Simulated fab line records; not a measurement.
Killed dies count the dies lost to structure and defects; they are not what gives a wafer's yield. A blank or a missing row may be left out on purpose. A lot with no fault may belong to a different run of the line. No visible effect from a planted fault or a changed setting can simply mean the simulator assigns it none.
Which tool was responsible? | flow nand harc | 7 lots, 21 wafers sampled, at 2 steps of a route of 1159

== WHAT THE GAUGES READ, wafer by wafer ==
NHARC_P_M1_CD_MEAS_09: the cd target is 130 nm.
lot  | measured     | on        | cd nm (nm)
L146 | day 6 11:03  | cd sem-01 | 130.3 131.7 130.4
L148 | day 6 20:50  | cd sem-02 | 129.2 129.0 128.7
L150 | day 7 04:37  | cd sem-01 | 129.5 129.1 129.0
L158 | day 9 04:34  | cd sem-02 | 108.4 129.3 109.3
L164 | day 10 16:31 | cd sem-02 | 130.7 130.4 130.7
L166 | day 11 02:49 | cd sem-01 | 129.3 130.1 130.8
L168 | day 11 11:34 | cd sem-01 | 130.3 131.7 130.5

== WHICH TOOL RAN EACH LOT (tool, then ch and the chambers of the sampled wafers, then the start) ==
lot  | NHARC_P_M1_PEB_07
L146 | litho track-04 ch 0, day 6 10:58
L148 | litho track-01 ch 0, day 6 20:45
L150 | litho track-06 ch 0, day 7 04:32
L158 | litho track-01 ch 0, day 9 04:29
L164 | litho track-04 ch 0, day 10 16:27
L166 | litho track-06 ch 0, day 11 02:44
L168 | litho track-04 ch 0, day 11 11:29
- NHARC_P_M1_PEB_07: peb time 65 s.

== THE ANSWER, worked out from the rows above alone ==
Rule: what is usual is taken from the lots themselves. The widest of any qualifying gaps counts: lots, ordered by their means at a reading, are off when they make up no more than a third of the lots, leave a main group of 4 or more, and stand apart from it by 3 or more times the standard deviation of that group's means. The tables above print the reading to a certain number of digits; a main group whose means all agree to those digits is not used. Also off: a lot with no number at a reading for which 4 or more lots have one. Where the step has rows for the other lots, those lots are counted as sound.
Off, at NHARC_P_M1_CD_MEAS_09 on cd nm: L158. The main group: mean 130.1 nm, standard deviation 0.75.
A tool fits if, at a process step before that reading, it ran every lot that is off, and no sound lot after the first of them. Gauges at NHARC_P_M1_CD_MEAS_09: tried the same way as those tools. One candidate fits, namely litho track-01 at NHARC_P_M1_PEB_07. A fault onset in the window from L148 (day 6 20:45, its last sound lot) to L158 (day 9 04:29, its first lot off) fits.

== WHAT WAS PUT IN BY THE SIMULATOR ==
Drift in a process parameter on litho track-01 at NHARC_P_M1_PEB_07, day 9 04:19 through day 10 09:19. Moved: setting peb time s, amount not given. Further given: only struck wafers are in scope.
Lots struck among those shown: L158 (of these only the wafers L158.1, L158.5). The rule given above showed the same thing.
